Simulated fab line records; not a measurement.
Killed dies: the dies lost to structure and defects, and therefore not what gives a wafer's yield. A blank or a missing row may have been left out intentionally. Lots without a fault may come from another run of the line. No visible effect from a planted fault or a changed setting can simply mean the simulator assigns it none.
Chamber matching || flow nand harc || 4 sister chambers for NHARC_A_WL_FILL_ALD_10 on ald hk-04
The step deposits SiO2, target thk 50 nm, pulse time 10 s, ald cycles 500. 4 wafers are shown with their chamber, then 10 later ones without.

WAFERS, EACH WITH ITS CHAMBER
{"wafer": "L087.1", "chamber": 1, "heater power w (W)": 481}
{"wafer": "L087.4", "chamber": 3, "heater power w (W)": 467}
{"wafer": "L089.2", "chamber": 2, "heater power w (W)": 411}
{"wafer": "L089.1", "chamber": 0, "heater power w (W)": 499}

WAFERS MISSING THEIR CHAMBER
{"wafer": "L089.4", "heater power w (W)": 482}
{"wafer": "L090.2", "heater power w (W)": 467}
{"wafer": "L090.3", "heater power w (W)": 413}
{"wafer": "L090.5", "heater power w (W)": 491}
{"wafer": "L093.4", "heater power w (W)": 474}
{"wafer": "L093.1", "heater power w (W)": 491}
{"wafer": "L093.6", "heater power w (W)": 492}
{"wafer": "L095.3", "heater power w (W)": 495}
{"wafer": "L095.1", "heater power w (W)": 471}
{"wafer": "L095.6", "heater power w (W)": 480}

WHICH CHAMBER EACH WENT THROUGH
{"wafer": "L089.4", "from the rows above": 1, "in truth": 1}
{"wafer": "L090.2", "from the rows above": 3, "in truth": 3}
{"wafer": "L090.3", "from the rows above": 2, "in truth": 2}
{"wafer": "L090.5", "from the rows above": "can't be placed: 0 or 1", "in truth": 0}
{"wafer": "L093.4", "from the rows above": "can't be placed: 1 or 3", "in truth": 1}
{"wafer": "L093.1", "from the rows above": "can't be placed: 0 or 1", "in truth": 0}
{"wafer": "L093.6", "from the rows above": "can't be placed: 0 or 1", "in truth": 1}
{"wafer": "L095.3", "from the rows above": "can't be placed: 0 or 1", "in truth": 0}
{"wafer": "L095.1", "from the rows above": "can't be placed: 3 or 1", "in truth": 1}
{"wafer": "L095.6", "from the rows above": 1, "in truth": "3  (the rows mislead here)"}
Correct placement for 3 of the 10. Cannot be placed on the basis of these rows: 6; the candidates contain the true chamber in 6. Wrongly placed: 1.
How it was worked out, from the rows above alone: a wafer's distance from a chamber is the root of the sum, over the readings, of the square of ((its reading less the chamber's mean) divided by the reading's scatter). If the next closest chamber is less than 2 further off than the closest, the wafer can't be placed; otherwise it belongs to the closest. A chamber's mean is the mean of its shown wafers. The scatter: with one shown wafer a chamber, the root of the mean of the squares of how far each hidden wafer lies from its nearest shown one.
